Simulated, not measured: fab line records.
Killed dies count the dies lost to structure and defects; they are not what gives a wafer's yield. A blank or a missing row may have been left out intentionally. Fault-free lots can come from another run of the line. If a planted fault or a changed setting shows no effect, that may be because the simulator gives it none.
fab line records ; flow n5-finfet
record lots=5; wafers=15; last-day=17
route steps=1938 shown BEOL_M2@870 BEOL_M4@1111 PASSIVATION@1936
lots that met no fault: from a run of the same line without faults
start-h: the number of hours between the record's first day and the start of the first shown wafer of the lot ; wait-h: hours from the lot's prior step to this one ; " identical to the entry in the row above ; L1.1+2: several wafers, shown together as one row ; - value missing, or start not given ; * or withheld: withheld ; < > ~ a bound
route shown NAME@n: NAME is a module with steps in the file, n the number in the route of the first one ; usual: mean/standard deviation of fault-free wafers ; same: alike in all rows ; chamber/n: place in a boat ; sites: each site's reading ; _std_site: standard deviation across them ; _edge_site: the outer-site mean with the inner-site mean subtracted ; radius-mm: for every site, how far away it sits from the centre of the wafer ; mask NAME#n: copy n ; behind: the most recent tool/chamber to have shaped the wafer ; hold: cause of the lot's hold/its duration in hours/its outcome ; device: whichever transistor did not switch (one of n, p or np) ; end of line: tests of these same wafers at the route's end ; a step with no rows: only its recipe ; killed: at the first sort, the dies lost to defects and structure; wafer yield is something else ; map: the dies of a wafer, with x for killed, . for not killed, _ for no die there
set.NAME: the setting as run; set.NAME@STEP: as run at that earlier step ; model.NAME: the simulator's own value behind a step, which no gauge read
certain route steps with their lots: each step a table, each wafer a row
services: the hour from which a tool's chamber was out of use, counted from the record's first day as start-h (under 0 if before that day), plus the number of hours and why
## steps
# step N5_BEOL_M2_COAT_22
# recipe resist=CAR-EUV; spin-rpm=1500; resist-thk-nm=30
# step N5_BEOL_M2_EBR_24
# recipe solvent=PGMEA; ebr-width-mm=1.5
# step N5_BEOL_M2_SOFTBAKE_23
# recipe temp-c=110; time-s=60; resist=CAR-EUV
# step N5_BEOL_M2_EXPOSE_25
# recipe mask-id=V1; na=0.33; source-shape=quasar; sigma-inner=0.2; sigma-outer=0.8; polarization=unpolarized; defocus-nm=5; dose-mj=63
# step N5_BEOL_M2_PEB_26
# recipe peb-temp-c=100; peb-time-s=60; resist=CAR-EUV
# step N5_BEOL_M2_DEVELOP_27
# recipe develop-time-s=30; developer=TMAH; resist=CAR-EUV; rinse-liquid=surfactant-rinse; dry=air-spin; dev-temp-c=23
# step N5_BEOL_M2_CD_MEAS_28
# recipe target-cd-nm=26.2; landing-energy-ev=500; detector=se-inlens; target-cd-y-nm=24.1; polarity=opening
# usual cd-nm=26.17/0.25
lot.wafer;tool;chamber;start-h;wait-h;cd-nm
L143.1;cd-sem-03;0;134.97;-;26.08
L143.2;cd-sem-03;0;134.97;-;26.16
L143.3;cd-sem-03;0;134.97;-;26.55
L149.2;cd-sem-03;0;170.64;-;26.32
L149.3;cd-sem-03;0;170.64;-;26.18
L149.4;cd-sem-03;0;170.64;-;26.14
L155.2;cd-sem-02;0;206.10;-;26.34
L155.5;cd-sem-02;0;206.10;-;26.26
L155.6;cd-sem-02;0;206.10;-;26.28
L159.1;cd-sem-01;0;227.78;-;26.09
L159.4;cd-sem-01;0;227.78;-;26.02
L159.5;cd-sem-01;0;227.78;-;26.08
L164.2;cd-sem-03;0;255.95;-;25.87
L164.3;cd-sem-03;0;255.95;-;26.10
L164.6;cd-sem-03;0;255.95;-;26.24
# step N5_BEOL_M2_OVL_MEAS_29
# recipe points-per-wafer=522
# usual V1_OVL=-0.3/0.67
lot.wafer;tool;chamber;start-h;wait-h;V1_OVL[nm]
L143.1;overlay-02;0;135.02;0.0;-0.8
L143.2;overlay-02;0;135.02;0.0;-0.7
L143.3;overlay-02;0;135.02;0.0;-0.2
L149.2;overlay-02;0;170.67;0.0;0.3
L149.3;overlay-02;0;170.67;0.0;-1.2
L149.4;overlay-02;0;170.67;0.0;-1.1
L155.2;overlay-02;0;206.14;0.0;-1.3
L155.5;overlay-02;0;206.14;0.0;-0.6
L155.6;overlay-02;0;206.14;0.0;-1.0
L159.1;overlay-02;0;227.81;0.0;0.5
L159.4;overlay-02;0;227.81;0.0;0.2
L159.5;overlay-02;0;227.81;0.0;0.2
L164.2;overlay-01;0;255.99;0.0;0.1
L164.3;overlay-01;0;255.99;0.0;-0.5
L164.6;overlay-01;0;255.99;0.0;-0.8
# step N5_BEOL_M2_INSPECT_30
# recipe mode=adi; inspect-instrument=brightfield
# usual raw-defect-count=410/110
lot.wafer;tool;chamber;start-h;wait-h;raw-defect-count
L143.1;defect-inspect-02;-;135.08;0.1;374
L143.2;defect-inspect-02;-;135.08;0.1;478
L143.3;defect-inspect-02;-;135.08;0.1;441
L149.2;defect-inspect-02;-;170.73;0.0;337
L149.3;defect-inspect-02;-;170.73;0.0;339
L149.4;defect-inspect-02;-;170.73;0.0;398
L155.2;defect-inspect-02;-;206.19;0.0;320
L155.5;defect-inspect-02;-;206.19;0.0;369
L155.6;defect-inspect-02;-;206.19;0.0;284
L159.1;defect-inspect-01;-;227.87;0.1;416
L159.4;defect-inspect-01;-;227.87;0.1;404
L159.5;defect-inspect-01;-;227.87;0.1;491
L164.2;defect-inspect-02;-;256.04;0.0;218
L164.3;defect-inspect-02;-;256.04;0.0;199
L164.6;defect-inspect-02;-;256.04;0.0;166
# step N5_BEOL_M2_DESCUM_33
# recipe chemistry=O2; time-s=7; source-power-w=50; bias-power-w=20; pressure-mtorr=20; rf-frequency-hz=2.712e+07; temp-c=40; resist=CAR-EUV; o2-flow-sccm=225
# usual chamber-pressure-mTorr=19.999/0.018; drypump-motor-current-A=5.7/0.49; oes-product-au=0.82/0.069; rf-vpp-V=243.5/1.7; showerhead-plenum-p-Torr=2.11/0.091; throttle-valve-pct=20.41/0.16
lot.wafer;tool;chamber;start-h;wait-h;chamber-pressure-mTorr;drypump-motor-current-A;oes-product-au;rf-hours-counter-h;rf-vpp-V;showerhead-plenum-p-Torr;throttle-valve-pct
L143.1;rie-diel-06;1;135.13;0.1;19.988;6.6;0.82;93;242.8;2.02;20.45
L143.2;rie-diel-06;3;135.13;0.1;19.981;5.1;0.89;36;246.3;2.20;20.28
L143.3;rie-diel-06;0;135.13;0.1;19.990;5.3;0.94;4;245.7;2.25;20.51
L149.2;rie-diel-02;0;170.76;0.0;19.999;5.8;0.86;39;243.9;2.12;20.02
L149.3;rie-diel-02;2;170.76;0.0;19.992;5.7;0.81;79;245.3;2.23;20.45
L149.4;rie-diel-02;3;170.76;0.0;20.008;4.7;0.84;71;241.5;2.03;20.49
L155.2;rie-diel-06;2;206.22;0.0;19.968;5.5;0.87;44;246.1;2.22;20.50
L155.5;rie-diel-06;0;206.22;0.0;19.992;5.3;0.88;-;246.9;2.24;20.54
L155.6;rie-diel-06;1;206.22;0.0;19.983;6.7;0.78;-;240.8;2.01;20.51
L159.1;rie-diel-01;2;227.90;0.0;19.996;6.4;0.91;17;242.3;2.03;20.16
L159.4;rie-diel-01;0;227.90;0.0;19.997;6.1;0.70;247;241.8;1.97;20.63
L159.5;rie-diel-01;1;227.90;0.0;19.992;5.3;0.68;-;242.2;2.07;20.55
L164.2;rie-diel-06;3;256.08;0.0;20.004;5.2;0.83;77;244.9;2.19;20.35
L164.3;rie-diel-06;1;256.08;0.0;19.995;6.6;0.76;135;240.7;2.00;20.50
L164.6;rie-diel-06;3;256.08;0.0;19.991;5.2;0.82;-;243.9;2.19;20.36
# step N5_BEOL_M2_ETCH_77
# recipe chemistry=N2/H2; target=underlayer; target-depth-a=65; mask-material=CAR-EUV; time-s=5.2; ion-energy-ev=200; pressure-mtorr=30; source-w=840; bias-w=150; n2-flow-sccm=200; h2-flow-sccm=200; ends=cleared
# usual chamber-pressure-mTorr=30.00/0.04; drypump-motor-current-A=5.7/0.49; etch-rf-on-time-s=5.20/0.083; oes-product-au=0.70/0.059; rf-vpp-V=524/3.1; showerhead-plenum-p-Torr=2.57/0.1; throttle-valve-pct=17.79/0.19
lot.wafer;tool;chamber;start-h;wait-h;chamber-pressure-mTorr;drypump-motor-current-A;etch-rf-on-time-s;oes-product-au;rf-hours-counter-h;rf-vpp-V;showerhead-plenum-p-Torr;throttle-valve-pct
L143.1;rie-diel-06;1;135.17;0.0;30.01;6.7;5.28;0.69;93;523;2.47;17.97
L143.2;rie-diel-06;3;135.17;0.0;29.95;5.1;5.08;0.76;36;529;2.67;17.59
L143.3;rie-diel-06;0;135.17;0.0;29.97;5.3;5.21;0.79;4;527;2.72;17.75
L149.2;rie-diel-02;0;170.79;0.0;30.00;5.8;5.13;0.75;39;526;2.61;17.58
L149.3;rie-diel-02;2;170.79;0.0;29.93;5.8;5.15;0.69;79;529;2.69;17.77
L149.4;rie-diel-02;3;170.79;0.0;30.02;4.8;5.19;0.71;71;523;2.46;17.78
L155.2;rie-diel-06;2;206.26;0.0;29.97;5.4;5.10;0.75;44;526;2.70;17.89
L155.5;rie-diel-06;0;206.26;0.0;30.05;5.3;5.14;0.73;-;529;2.71;17.80
L155.6;rie-diel-06;1;206.26;0.0;30.05;6.7;5.24;0.67;-;522;2.46;18.03
L159.1;rie-diel-01;2;227.94;0.0;30.02;6.4;5.17;0.77;17;525;2.48;17.56
L159.4;rie-diel-01;0;227.94;0.0;29.98;6.1;5.05;0.60;247;520;2.40;18.12
L159.5;rie-diel-01;1;227.94;0.0;29.96;5.3;5.31;0.57;-;524;2.52;18.09
L164.2;rie-diel-06;3;256.11;0.0;30.03;5.1;5.15;0.71;77;526;2.66;17.63
L164.3;rie-diel-06;1;256.11;0.0;30.00;6.7;5.39;0.65;135;521;2.45;18.01
L164.6;rie-diel-06;3;256.11;0.0;29.93;5.2;5.20;0.71;-;526;2.66;17.63
# step N5_BEOL_M2_ETCH_69
# recipe chemistry=CF4; target=SiARC; target-depth-a=156; mask-material=CAR-EUV; time-s=26; ion-energy-ev=80; pressure-mtorr=40; source-w=545; bias-w=36; Ar_flow_sccm=100; cf4-flow-sccm=100; ends=cleared
# usual chamber-pressure-mTorr=40.00/0.035; drypump-motor-current-A=5.7/0.49; etch-rf-on-time-s=25.9/0.41; oes-product-au=0.70/0.059; rf-vpp-V=184.4/1.4; showerhead-plenum-p-Torr=2.16/0.079; throttle-valve-pct=15.57/0.18
lot.wafer;tool;chamber;start-h;wait-h;chamber-pressure-mTorr;drypump-motor-current-A;etch-rf-on-time-s;oes-product-au;rf-hours-counter-h;rf-vpp-V;showerhead-plenum-p-Torr;throttle-valve-pct
L143.1;rie-diel-06;1;135.19;0.0;40.02;6.6;26.6;0.68;93;182.7;2.07;15.61
L143.2;rie-diel-06;3;135.19;0.0;39.99;5.1;25.8;0.76;36;186.1;2.25;15.43
L143.3;rie-diel-06;0;135.19;0.0;39.99;5.3;26.0;0.80;4;184.8;2.27;15.43
L149.2;rie-diel-02;0;170.81;0.0;39.97;5.8;26.1;0.74;39;186.0;2.18;15.29
L149.3;rie-diel-02;2;170.81;0.0;39.95;5.7;25.7;0.70;79;186.2;2.24;15.39
L149.4;rie-diel-02;3;170.81;0.0;40.01;4.8;26.2;0.71;71;183.4;2.08;15.69
L155.2;rie-diel-06;2;206.27;0.0;39.98;5.4;25.5;0.75;44;184.9;2.25;15.59
L155.5;rie-diel-06;0;206.27;0.0;40.01;5.3;25.9;0.74;-;185.5;2.26;15.47
L155.6;rie-diel-06;1;206.27;0.0;40.05;6.6;26.2;0.67;-;184.3;2.06;15.67
L159.1;rie-diel-01;2;227.95;0.0;39.96;6.4;26.0;0.77;17;184.5;2.10;15.41
L159.4;rie-diel-01;0;227.95;0.0;39.97;6.1;25.4;0.61;247;183.2;2.04;15.96
L159.5;rie-diel-01;1;227.95;0.0;39.97;5.3;26.6;0.58;-;182.5;2.12;15.86
L164.2;rie-diel-06;3;256.13;0.0;39.99;5.2;25.8;0.71;77;186.0;2.24;15.51
L164.3;rie-diel-06;1;256.13;0.0;39.98;6.7;26.7;0.65;135;183.4;2.05;15.69
L164.6;rie-diel-06;3;256.13;0.0;40.06;5.2;25.5;0.71;-;186.1;2.24;15.52
# step N5_BEOL_M2_ALD_98
# recipe material=SiO2; target-thk-a=25; temp-c=100; ald-precursor-family=BDEAS; ald-co-reactant=O2-plasma; pulse-time-s=1; co-reactant-pulse-time-s=1; purge-time-s=2; co-reactant-purge-time-s=2; ald-cycles=17; pressure-torr=2
# usual heater-power-w=79/6.5; precursor-pulse-height-rel=1.003/0.021; susceptor-temp-C=100.01/0.13
# same co-reactant-pulse-time-s=1
lot.wafer;tool;chamber;start-h;wait-h;heater-power-w;precursor-pulse-height-rel;susceptor-temp-C
L143.1;ald-sin-03;1;135.50;0.3;64;1.042;100.27
L143.2;ald-sin-03;2;135.50;0.3;73;0.993;99.80
L143.3;ald-sin-03;0;135.50;0.3;84;1.039;100.34
L149.2;ald-sin-04;2;170.89;0.1;76;0.998;100.02
L149.3;ald-sin-04;3;170.89;0.1;74;1.002;100.07
L149.4;ald-sin-04;0;170.89;0.1;89;1.024;100.17
L155.2;ald-sin-03;3;206.46;0.2;79;1.003;100.03
L155.5;ald-sin-03;1;206.46;0.2;62;1.002;98.90
L155.6;ald-sin-03;0;206.46;0.2;83;0.996;100.13
L159.1;ald-sin-04;1;228.04;0.1;80;1.013;99.70
L159.4;ald-sin-04;3;228.04;0.1;68;1.007;100.09
L159.5;ald-sin-04;2;228.04;0.1;75;0.997;99.88
L164.2;ald-sin-01;3;256.21;0.1;86;1.035;100.00
L164.3;ald-sin-01;0;256.21;0.1;81;0.995;99.99
L164.6;ald-sin-01;1;256.21;0.1;75;0.989;100.21
# step N5_BEOL_M2_ETCHBACK_99
# recipe chemistry=CHF3; target=SiO2; target-depth-a=50; time-s=10.4; source-w=215; bias-w=47; Ar_flow_sccm=200; CHF3_flow_sccm=12; ion-energy-ev=100; pressure-mtorr=30
# usual chamber-pressure-mTorr=30.003/0.027; drypump-motor-current-A=5.7/0.49; oes-product-au=0.82/0.074; rf-vpp-V=240.2/2.6; showerhead-plenum-p-Torr=2.15/0.084; throttle-valve-pct=17.02/0.16
lot.wafer;tool;chamber;start-h;wait-h;chamber-pressure-mTorr;drypump-motor-current-A;oes-product-au;rf-hours-counter-h;rf-vpp-V;showerhead-plenum-p-Torr;throttle-valve-pct
L143.1;rie-diel-01;3;136.62;1.1;30.024;5.7;0.89;21;240.0;2.10;16.96
L143.2;rie-diel-01;0;136.62;1.1;30.035;6.1;0.73;210;235.9;2.05;17.30
L143.3;rie-diel-01;1;136.62;1.1;29.989;5.3;0.70;200;242.5;2.13;17.16
L149.2;rie-diel-06;1;173.21;2.3;29.988;6.7;0.80;106;241.4;2.06;17.06
L149.3;rie-diel-06;0;173.21;2.3;29.987;5.3;0.90;18;244.1;2.28;16.96
L149.4;rie-diel-06;2;173.21;2.3;29.924;5.5;0.89;32;240.6;2.29;17.11
L155.2;rie-diel-06;0;212.19;5.7;30.039;5.3;0.87;31;243.4;2.28;16.98
L155.5;rie-diel-06;1;212.19;5.7;29.993;6.7;0.78;-;242.0;2.06;17.09
L155.6;rie-diel-06;2;212.19;5.7;29.996;5.5;0.87;-;244.0;2.28;17.13
L159.1;rie-diel-01;2;237.87;9.8;30.036;6.4;0.90;19;238.3;2.10;16.85
L159.4;rie-diel-01;0;237.87;9.8;30.012;6.1;0.71;250;236.7;2.04;17.39
L159.5;rie-diel-01;1;237.87;9.8;30.010;5.3;0.68;-;240.3;2.12;17.23
L164.2;rie-diel-02;2;264.86;8.6;29.987;5.8;0.78;110;235.5;2.25;16.95
L164.3;rie-diel-02;3;264.86;8.6;29.986;4.7;0.79;105;240.7;2.07;17.17
L164.6;rie-diel-02;0;264.86;8.6;30.066;5.8;0.82;-;237.6;2.19;16.86
# step N5_BEOL_M4_RC_MEAS_101
# usual DIBL_N=36.1/1.5; DIBL_P=36.1/1.9; IOFF_N=0.159/0.029; IOFF_P=0.21/0.038; ION_N=675/11; ION_P=464/8.1; SS_N=71.5/0.57; SS_P=73.3/0.64; VT_N=249/3.1; VT_P=-250/3.8
lot.wafer;tool;chamber;start-h;wait-h;DIBL_N[mV/V];DIBL_P[mV/V];IOFF_N[nA/um];IOFF_P[nA/um];ION_N[uA/um];ION_P[uA/um];SS_N[mV/dec];SS_P[mV/dec];VT_N[mV];VT_P[mV]
L143.1;prober-01;0;158.44;0.0;37.8;38.6;0.157;0.23;676;466;71.5;74.0;250;-252
L143.2;prober-01;0;158.44;0.0;36.6;37.6;0.131;0.21;669;459;71.9;72.8;253;-250
L143.3;prober-01;0;158.44;0.0;36.5;37.0;0.133;0.21;671;466;71.6;72.8;252;-250
L149.2;prober-02;0;199.85;0.2;37.1;36.0;0.168;0.21;689;466;71.5;73.3;247;-250
L149.3;prober-02;0;199.85;0.2;38.0;36.6;0.181;0.22;684;468;72.0;73.3;245;-251
L149.4;prober-02;0;199.85;0.2;35.9;34.7;0.140;0.19;678;465;72.1;72.8;249;-251
L155.2;prober-01;0;245.64;0.2;36.0;35.0;0.134;0.17;667;457;71.6;72.7;253;-252
L155.5;prober-01;0;245.64;0.2;32.2;31.4;0.091;0.13;653;449;69.2;71.7;256;-255
L155.6;prober-01;0;245.64;0.2;34.5;33.7;0.123;0.16;668;450;70.8;72.7;253;-254
L159.1;prober-01;0;266.33;0.0;34.7;34.6;0.135;0.19;668;461;70.5;72.9;250;-252
L159.4;prober-01;0;266.33;0.0;34.4;33.9;0.128;0.19;657;456;70.9;73.0;254;-251
L159.5;prober-01;0;266.33;0.0;34.4;33.8;0.129;0.19;667;463;70.5;72.4;254;-251
L164.2;prober-02;0;300.79;0.2;36.5;37.5;0.160;0.21;679;460;71.0;74.1;250;-253
L164.3;prober-02;0;300.79;0.2;36.1;37.1;0.158;0.20;669;453;71.5;73.8;250;-253
L164.6;prober-02;0;300.79;0.2;34.9;36.2;0.147;0.19;671;456;71.0;73.5;249;-254
# step N5_PASSIVATION_PROBE_49
# usual defect-limited-yield=91.5/1.6; killed_at_M0_to_M3=33/10; killed_at_M4_up=13/5.6; killed-at-contacts=13/6; killed-at-front-end=39/12; killed-at-other=3.0/2.8; killed-dies=101/19; killed-open=65/13; killed-short=32/8.3; sort_bin_5_function=5.0/1; sort_bin_6_memory=3.1/0.69; sort-n-pass=1079/19; sort-yield-pct=91.5/1.6
# same gross-dies=1180; killed-at-back-side=0; sort_bin_4_leakage[%]=0; sort_bin_8_speed[%]=0
lot.wafer;tool;chamber;start-h;wait-h;defect-limited-yield[%];killed_at_M0_to_M3;killed_at_M4_up;killed-at-contacts;killed-at-front-end;killed-at-other;killed-dies;killed-open;killed-short;sort_bin_5_function[%];sort_bin_6_memory[%];sort-n-pass;sort-yield-pct[%]
L143.1;prober-02;-;248.81;0.0;89.4;38;22;24;39;2;125;86;36;6.2;4.0;1055;89.4
L143.2;prober-02;-;248.86;0.1;93.1;33;10;11;21;7;82;53;22;3.6;2.5;1098;93.1
L143.3;prober-02;-;248.91;0.1;90.2;32;16;13;51;4;116;72;31;4.7;4.3;1064;90.2
L149.2;prober-01;-;311.50;0.1;91.4;24;9;9;55;4;101;46;49;4.6;3.5;1079;91.4
L149.3;prober-01;-;311.55;0.1;91.3;29;7;12;52;3;103;60;34;4.7;3.1;1077;91.3
L149.4;prober-01;-;311.60;0.2;89.7;45;10;10;48;8;121;84;36;5.8;4.2;1059;89.7
L155.2;prober-01;-;346.87;0.1;93.1;40;5;8;28;0;81;53;25;4.1;2.6;1099;93.1
L155.5;prober-01;-;347.02;0.2;92.8;21;7;8;49;0;85;53;31;4.0;3.0;1095;92.8
L155.6;prober-01;-;347.07;0.3;91.8;28;15;11;43;0;97;66;29;4.7;3.3;1083;91.8
L159.1;prober-02;-;363.83;0.0;89.9;16;17;14;71;1;119;75;42;5.4;4.2;1061;89.9
L159.4;prober-02;-;363.98;0.2;89.6;40;14;23;45;1;123;74;42;5.8;3.7;1057;89.6
L159.5;prober-02;-;364.03;0.2;91.9;28;6;18;43;1;96;65;24;4.7;2.8;1084;91.9
L164.2;prober-01;-;397.98;0.1;89.7;43;20;17;40;1;121;77;40;5.8;4.1;1059;89.7
L164.3;prober-01;-;398.03;0.1;89.9;26;21;22;45;5;119;84;32;5.3;4.6;1061;89.9
L164.6;prober-01;-;398.18;0.3;89.9;34;18;22;41;4;119;72;40;6.1;3.6;1061;89.9
# killed by level:class
L143.1 MOL_CONTACT_COAG:geometric-particle:open=19 BEOL_M4:geometric-particle:open=12 BEOL_M3:geometric-particle:open=12 GATE_CUT:geometric-particle:short=11 BEOL_M2:geometric-particle:open=8 FIN_SAQP:geometric-particle:short=7 BEOL_M1:geometric-particle:open=7 DUMMY_GATE:geometric-particle:open=6
L143.2 MOL_CONTACT_COAG:geometric-particle:open=10 BEOL_M2:geometric-particle:open=10 BEOL_M1:geometric-particle:open=6 BEOL_M3:geometric-particle:open=5 FIN_SAQP:geometric-particle:open=4 FIN_SAQP:geometric-particle:short=4 BEOL_M0_SAQP:geometric-particle:short=4 BEOL_M0_SAQP:geometric-particle:open=4
L143.3 FIN_SAQP:geometric-particle:open=11 BEOL_M3:geometric-particle:open=11 MOL_CONTACT_COAG:geometric-particle:open=9 GATE_CUT:geometric-particle:short=8 BEOL_M4:geometric-particle:open=8 BEOL_M0_SAQP:geometric-particle:short=6 STARTING-WAFER:geometric-particle:open=6 FIN_SAQP:geometric-particle:short=5
L149.2 GATE_CUT:geometric-particle:short=14 FIN_SAQP:geometric-particle:open=10 STI_FIN_REVEAL:geometric-particle:open=9 FIN_SAQP:geometric-particle:short=8 MOL_CONTACT_COAG:geometric-particle:open=7 BEOL_M3:geometric-particle:open=5 BEOL_M0_SAQP:geometric-particle:short=4 BEOL_M3:geometric-particle:short=4
L149.3 FIN_SAQP:geometric-particle:open=13 MOL_CONTACT_COAG:geometric-particle:open=9 GATE_CUT:geometric-particle:short=8 BEOL_M3:geometric-particle:open=8 HKMG_FIN:area-etch=7 FIN_SAQP:geometric-particle:short=5 DUMMY_GATE:geometric-particle:open=5 BEOL_M0_SAQP:geometric-particle:open=5
L149.4 BEOL_M3:geometric-particle:open=14 FIN_SAQP:geometric-particle:open=13 STI_FIN_REVEAL:geometric-particle:open=9 MOL_CONTACT_COAG:geometric-particle:open=9 BEOL_M0_SAQP:geometric-particle:open=9 BEOL_M2:geometric-particle:open=8 GATE_CUT:geometric-particle:short=7 BEOL_M0_SAQP:geometric-particle:short=7
L155.2 BEOL_M0_SAQP:geometric-particle:open=10 FIN_SAQP:geometric-particle:open=9 BEOL_M0_SAQP:geometric-particle:short=8 MOL_CONTACT_COAG:geometric-particle:open=7 BEOL_M1:geometric-particle:short=5 BEOL_M2:geometric-particle:open=5 BEOL_M1:geometric-particle:open=4 FIN_SAQP:geometric-particle:short=3
L155.5 FIN_SAQP:geometric-particle:short=12 FIN_SAQP:geometric-particle:open=11 MOL_CONTACT_COAG:geometric-particle:open=8 BEOL_M0_SAQP:geometric-particle:short=6 GATE_CUT:geometric-particle:open=6 BEOL_M1:geometric-particle:open=5 BEOL_M3:geometric-particle:open=5 DUMMY_GATE:geometric-particle:open=4
L155.6 FIN_SAQP:geometric-particle:open=16 MOL_CONTACT_COAG:geometric-particle:open=11 FIN_SAQP:geometric-particle:short=10 STI_FIN_REVEAL:geometric-particle:open=6 BEOL_M0_SAQP:geometric-particle:open=5 BEOL_M0_SAQP:geometric-particle:short=5 BEOL_M1:geometric-particle:open=5 BEOL_M2:geometric-particle:open=5
L159.1 FIN_SAQP:geometric-particle:open=13 STI_FIN_REVEAL:geometric-particle:open=11 GATE_CUT:geometric-particle:short=10 MOL_CONTACT_COAG:geometric-particle:open=10 DUMMY_GATE:geometric-particle:open=9 FIN_SAQP:geometric-particle:short=6 GATE_CUT:geometric-particle:open=5 BEOL_M8:geometric-particle:open=4
L159.4 MOL_CONTACT_COAG:geometric-particle:open=16 BEOL_M0_SAQP:geometric-particle:short=14 BEOL_M2:geometric-particle:open=10 STI_FIN_REVEAL:geometric-particle:open=7 BEOL_M0_SAQP:geometric-particle:open=7 FIN_SAQP:geometric-particle:short=6 MOL_CONTACT_COAG:geometric-particle:short=6 STARTING-WAFER:geometric-particle:open=6
L159.5 MOL_CONTACT_COAG:geometric-particle:open=15 BEOL_M2:geometric-particle:open=9 DUMMY_GATE:geometric-particle:open=6 HKMG_FIN:area-etch=6 FIN_SAQP:geometric-particle:short=5 BEOL_M3:geometric-particle:open=5 BEOL_M1:geometric-particle:short=5 FIN_SAQP:geometric-particle:open=4
L164.2 MOL_CONTACT_COAG:geometric-particle:open=14 BEOL_M0_SAQP:geometric-particle:short=10 BEOL_M2:geometric-particle:open=10 BEOL_M4:geometric-particle:open=9 STI_FIN_REVEAL:geometric-particle:open=8 GATE_CUT:geometric-particle:short=7 GATE_CUT:geometric-particle:open=6 BEOL_M3:geometric-particle:open=6
L164.3 MOL_CONTACT_COAG:geometric-particle:open=18 FIN_SAQP:geometric-particle:open=14 DUMMY_GATE:geometric-particle:open=13 BEOL_M4:geometric-particle:open=9 BEOL_M0_SAQP:geometric-particle:short=8 BEOL_M0_SAQP:geometric-particle:open=7 BEOL_M2:geometric-particle:open=7 FIN_SAQP:geometric-particle:short=5
L164.6 MOL_CONTACT_COAG:geometric-particle:open=15 STI_FIN_REVEAL:geometric-particle:open=10 BEOL_M0_SAQP:geometric-particle:open=9 FIN_SAQP:geometric-particle:open=7 BEOL_M0_SAQP:geometric-particle:short=7 MOL_CONTACT_COAG:geometric-particle:short=7 STI_FIN_REVEAL:geometric-particle:short=4 BEOL_M2:geometric-particle:open=4
## services
tool;chamber;start-h;hours;kind
ald-sin-01;-;122.19;14.6;pm
ald-sin-04;1;140.15;3.4;repair
rie-diel-02;0;145.20;4.2;repair
rie-diel-01;2;155.86;-;clean
rie-diel-01;2;155.86;-;consumable-replace:focus-ring
rie-diel-01;2;155.86;24.8;scheduled-down
rie-diel-01;2;155.86;24.8;vent-cycle
ald-sin-04;-;176.75;14.0;pm
ald-sin-04;0;176.75;14.0;vent-cycle
ald-sin-04;1;176.75;14.0;vent-cycle
ald-sin-04;2;176.75;14.0;vent-cycle
ald-sin-04;3;176.75;14.0;vent-cycle
ald-sin-04;0;190.75;-;clean
ald-sin-04;1;190.75;-;clean
ald-sin-04;2;190.75;-;clean
ald-sin-04;3;203.34;4.1;repair
rie-diel-06;3;219.51;1.4;repair
rie-diel-01;0;239.19;-;clean
rie-diel-01;0;239.19;-;consumable-replace:focus-ring
rie-diel-01;0;239.19;-;consumable-replace:showerhead
rie-diel-01;0;239.19;32.1;scheduled-down
rie-diel-01;0;239.19;32.1;vent-cycle
ald-sin-01;0;250.36;5.1;repair
rie-diel-02;1;259.35;18.6;repair
## key
first-sign step=N5_BEOL_M2_ALD_98; reading=susceptor-temp-C; direction=down; sigmas=8.6; usual=*; struck=*
effect none on later readings
met-at N5_BEOL_M2_ALD_98
struck-wafers L155.5
onset-between 135.50 206.46
fault kind=process-parameter-drift; tool=ald-sin-03; chamber=1; onset-h=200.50; steps=N5_BEOL_M2_ALD_98; channel=temp-c; offset=*; shape=step; end-h=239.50; acts-in=*; stated=*
